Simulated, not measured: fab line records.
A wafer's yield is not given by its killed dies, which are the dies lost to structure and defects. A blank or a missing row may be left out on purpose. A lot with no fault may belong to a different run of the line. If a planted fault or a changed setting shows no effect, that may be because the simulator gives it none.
A struck lot beside a sound one || flow nand harc || 13 out of 1159 route steps
Sound: these wafers, L831.1, L831.3, L831.5. Struck: wafer L845.3 (L845.2, L845.4, from the same lot, were not struck and are left out); the cause is given at the end.
Order at every step that has rows: each side's tool, ch and its chambers, its first start. Under that, the readings that differ: sound wafers || struck wafers || difference of the means || sigmas: that difference in standard deviations of wafers without a fault.
alike: same words and numbers on both sides, and readings whose means sit less than 2 such deviations apart. not compared: any withheld reading, any reading some wafer has no value for, any bound like >300 that may hide the same value, and any number with overlapping values for which the record gives no deviation.
Wherever a step has rows on one side only, a row that says differs or no value, or a row with sigmas, the two part there. Numbers that have no deviation but don't overlap get no sigmas and don't part them. A reading that every wafer of one side lacks parts them only if that side has two wafers or more.

NHARC_A_ZERO_WELL_INSPECT_17:
  sound: defect inspect-01 at day 7 09:51; struck: defect inspect-01 at day 10 18:06
  alike: raw defect count
then, 3 steps without rows for these wafers: NHARC_A_SOURCE_PLATE_PRECLEAN_00 (cleans in HF-LAST, time 60 s); NHARC_A_SOURCE_PLATE_SRD_01; NHARC_A_SOURCE_PLATE_OXIDE_02 (material SiO2, target thk 10 nm, ox time 1362 s).
NHARC_A_SOURCE_PLATE_THK_MEAS_09: measures by ellipsometry.
  sound: film metro-02 at day 7 17:14; struck: film metro-02 at day 11 01:13
  alike: thk nm
then, 3 steps without rows for these wafers: NHARC_A_SOURCE_PLATE_PVD_04 (deposits WSi2, target thk 50 nm); NHARC_A_SOURCE_PLATE_CVD_03 (deposits poly-Si, target thk 200 nm, time 4000 s); NHARC_A_SOURCE_PLATE_ANNEAL_05 (time 1800 s).
NHARC_A_SOURCE_PLATE_THK_MEAS_06: measures by ellipsometry.
  sound: film metro-02 at day 8 06:17; struck: film metro-02 at day 11 14:21
  alike: thk nm
NHARC_A_SOURCE_PLATE_INSPECT_08:
  sound: defect inspect-01 at day 8 06:22; struck: defect inspect-01 at day 11 14:26
  alike: raw defect count
NHARC_A_ONON_D1_DEP_00: target thk 1000 nm.
  sound on pecvd onon-02 ch 0, day 8 06:26; struck on pecvd onon-04 ch 0, day 11 14:34
NHARC_A_ONON_D1_THK_MEAS_02: measures by ellipsometry.
  sound: film metro-02 at day 8 06:58; struck: film metro-02 at day 11 15:11
{"reading": "thk nm (nm)", "sound": "1004 1005 1005", "struck": 1294, "difference": "+289", "sigmas": "+37"}
  not compared: hold
-- the record jumps here: 12 days lie between the struck wafers' starts before and after (it left off in module A_ONON_D1 and takes up again in module END, whose first step shown is number 1159 of the route) --
NHARC_END_SORT_01:
  sound on prober-01 ch 0, day 20 05:15; struck on prober-02 ch 0, day 23 22:53
{"reading": "hold", "sound": "- - -", "struck": "await dispo/4.6h/release", "difference": "no value on the sound wafers", "sigmas": ""}
{"reading": "killed at array", "sound": "30 39 38", "struck": 675, "difference": "+639", "sigmas": "+53"}
{"reading": "killed dies", "sound": "34 40 39", "struck": 677, "difference": "+639", "sigmas": "+53"}
  alike: killed at other, killed at periphery, killed open, killed short

WHERE THEY PART
Earliest at NHARC_A_ONON_D1_THK_MEAS_02; latest, in this record, at NHARC_END_SORT_01.

WHY: whatever the simulator had introduced
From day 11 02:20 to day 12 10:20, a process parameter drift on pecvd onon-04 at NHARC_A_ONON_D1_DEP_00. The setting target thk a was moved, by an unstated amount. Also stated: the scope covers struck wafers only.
